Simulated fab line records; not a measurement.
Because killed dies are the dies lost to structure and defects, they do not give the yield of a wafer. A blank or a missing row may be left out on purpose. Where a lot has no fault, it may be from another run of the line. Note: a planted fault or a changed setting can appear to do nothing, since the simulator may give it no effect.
Split-lot study :: flow n5 finfet :: 7 lots, 21 wafers read, on a route of 1938 steps

== THE SPLIT ==
At N5_BEOL_M0_SAQP_COAT_08 (resist thk 90 nm), the setting spin rpm was moved away from the recipe's 1500 rpm on 7 of the 21 wafers read, by -7.3% to +8.5%. For the rest of the wafers, this setting stayed at what the recipe calls for.

Reading taken at the split's own step.

== THE READING ==
CAR-ArF_of_BEOL_M0_SAQP_COAT_08.thk nm (the simulator's own value, which no gauge read), in nm, at N5_BEOL_M0_SAQP_COAT_08 (resist thk 90 nm). There is no usual value for it anywhere in the file. Average 90.2 nm, standard deviation 0.28 nm, over the 14 wafers here run with the recipe.

wafer: L076.1
tool, chamber at the split: litho track-03, 0
spin rpm as run, rpm: 1500
against the recipe: recipe
CAR-ArF_of_BEOL_M0_SAQP_COAT_08.thk nm, nm: 90.4
against lot-mates on the recipe: -

wafer: L076.5
tool, chamber at the split: litho track-03, 0
spin rpm as run, rpm: 1397
against the recipe: -6.9%
CAR-ArF_of_BEOL_M0_SAQP_COAT_08.thk nm, nm: 93.4
against lot-mates on the recipe: +3.1

wafer: L076.6
tool, chamber at the split: litho track-03, 0
spin rpm as run, rpm: 1500
against the recipe: recipe
CAR-ArF_of_BEOL_M0_SAQP_COAT_08.thk nm, nm: 90.2
against lot-mates on the recipe: -

wafer: L077.2
tool, chamber at the split: litho track-02, 0
spin rpm as run, rpm: 1500
against the recipe: recipe
CAR-ArF_of_BEOL_M0_SAQP_COAT_08.thk nm, nm: 90.6
against lot-mates on the recipe: -

wafer: L077.6
tool, chamber at the split: litho track-02, 0
spin rpm as run, rpm: 1500
against the recipe: recipe
CAR-ArF_of_BEOL_M0_SAQP_COAT_08.thk nm, nm: 90.6
against lot-mates on the recipe: -

wafer: L077.4
tool, chamber at the split: litho track-02, 0
spin rpm as run, rpm: 1581
against the recipe: +5.4%
CAR-ArF_of_BEOL_M0_SAQP_COAT_08.thk nm, nm: 88.2
against lot-mates on the recipe: -2.4

wafer: L079.2
tool, chamber at the split: litho track-04, 0
spin rpm as run, rpm: 1500
against the recipe: recipe
CAR-ArF_of_BEOL_M0_SAQP_COAT_08.thk nm, nm: 89.6
against lot-mates on the recipe: -

wafer: L079.3
tool, chamber at the split: litho track-04, 0
spin rpm as run, rpm: 1390
against the recipe: -7.3%
CAR-ArF_of_BEOL_M0_SAQP_COAT_08.thk nm, nm: 93.4
against lot-mates on the recipe: +3.8

wafer: L079.4
tool, chamber at the split: litho track-04, 0
spin rpm as run, rpm: 1390
against the recipe: -7.3%
CAR-ArF_of_BEOL_M0_SAQP_COAT_08.thk nm, nm: 93.6
against lot-mates on the recipe: +4.0

wafer: L085.2
tool, chamber at the split: litho track-04, 0
spin rpm as run, rpm: 1500
against the recipe: recipe
CAR-ArF_of_BEOL_M0_SAQP_COAT_08.thk nm, nm: 90
against lot-mates on the recipe: -

wafer: L085.3
tool, chamber at the split: litho track-04, 0
spin rpm as run, rpm: 1500
against the recipe: recipe
CAR-ArF_of_BEOL_M0_SAQP_COAT_08.thk nm, nm: 90
against lot-mates on the recipe: -

wafer: L085.4
tool, chamber at the split: litho track-04, 0
spin rpm as run, rpm: 1500
against the recipe: recipe
CAR-ArF_of_BEOL_M0_SAQP_COAT_08.thk nm, nm: 89.8
against lot-mates on the recipe: -

wafer: L086.2
tool, chamber at the split: litho track-02, 0
spin rpm as run, rpm: 1500
against the recipe: recipe
CAR-ArF_of_BEOL_M0_SAQP_COAT_08.thk nm, nm: 90.4
against lot-mates on the recipe: -

wafer: L086.6
tool, chamber at the split: litho track-02, 0
spin rpm as run, rpm: 1500
against the recipe: recipe
CAR-ArF_of_BEOL_M0_SAQP_COAT_08.thk nm, nm: 90.4
against lot-mates on the recipe: -

wafer: L086.4
tool, chamber at the split: litho track-02, 0
spin rpm as run, rpm: 1500
against the recipe: recipe
CAR-ArF_of_BEOL_M0_SAQP_COAT_08.thk nm, nm: 90.2
against lot-mates on the recipe: -

wafer: L088.2
tool, chamber at the split: litho track-02, 0
spin rpm as run, rpm: 1417
against the recipe: -5.5%
CAR-ArF_of_BEOL_M0_SAQP_COAT_08.thk nm, nm: 92.8
against lot-mates on the recipe: +2.5

wafer: L088.5
tool, chamber at the split: litho track-02, 0
spin rpm as run, rpm: 1500
against the recipe: recipe
CAR-ArF_of_BEOL_M0_SAQP_COAT_08.thk nm, nm: 90.2
against lot-mates on the recipe: -

wafer: L088.6
tool, chamber at the split: litho track-02, 0
spin rpm as run, rpm: 1500
against the recipe: recipe
CAR-ArF_of_BEOL_M0_SAQP_COAT_08.thk nm, nm: 90.4
against lot-mates on the recipe: -

wafer: L096.1
tool, chamber at the split: litho track-02, 0
spin rpm as run, rpm: 1627
against the recipe: +8.5%
CAR-ArF_of_BEOL_M0_SAQP_COAT_08.thk nm, nm: 86.6
against lot-mates on the recipe: -3.4

wafer: L096.2
tool, chamber at the split: litho track-02, 0
spin rpm as run, rpm: 1627
against the recipe: +8.5%
CAR-ArF_of_BEOL_M0_SAQP_COAT_08.thk nm, nm: 86.4
against lot-mates on the recipe: -3.6

wafer: L096.4
tool, chamber at the split: litho track-02, 0
spin rpm as run, rpm: 1500
against the recipe: recipe
CAR-ArF_of_BEOL_M0_SAQP_COAT_08.thk nm, nm: 90
against lot-mates on the recipe: -

THE FIT
A straight line over all 21 wafers: CAR-ArF_of_BEOL_M0_SAQP_COAT_08.thk nm changes by -0.442 nm for each +1% of spin rpm; r = -0.99; the points scatter about the line by 0.26 nm.
The same after taking each lot's own level away (the mean of its wafers on the recipe; 21 wafers): -0.459 nm for each +1%; r = -0.99; scatter 0.21 nm.
According to that fit, moving spin rpm by its largest amount changes the reading by 3.9 nm.
Across the lots, their own levels run from 89.60 to 90.60 nm, a range of 3.5 times the standard deviation given above.
The two slopes are in agreement: the lot-to-lot level therefore moves the slope only a little.
Check: for one of the wafers moved furthest among these (+8.5%), held out of the fit, the line's prediction against its lot-mates is -3.94 nm. Against them it came out at -3.4 nm.

== THE FILE'S OWN FIT ==
CAR-ArF_of_BEOL_M0_SAQP_COAT_08.thk nm changes by -0.457 nm for each +1% of spin rpm, r = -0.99.
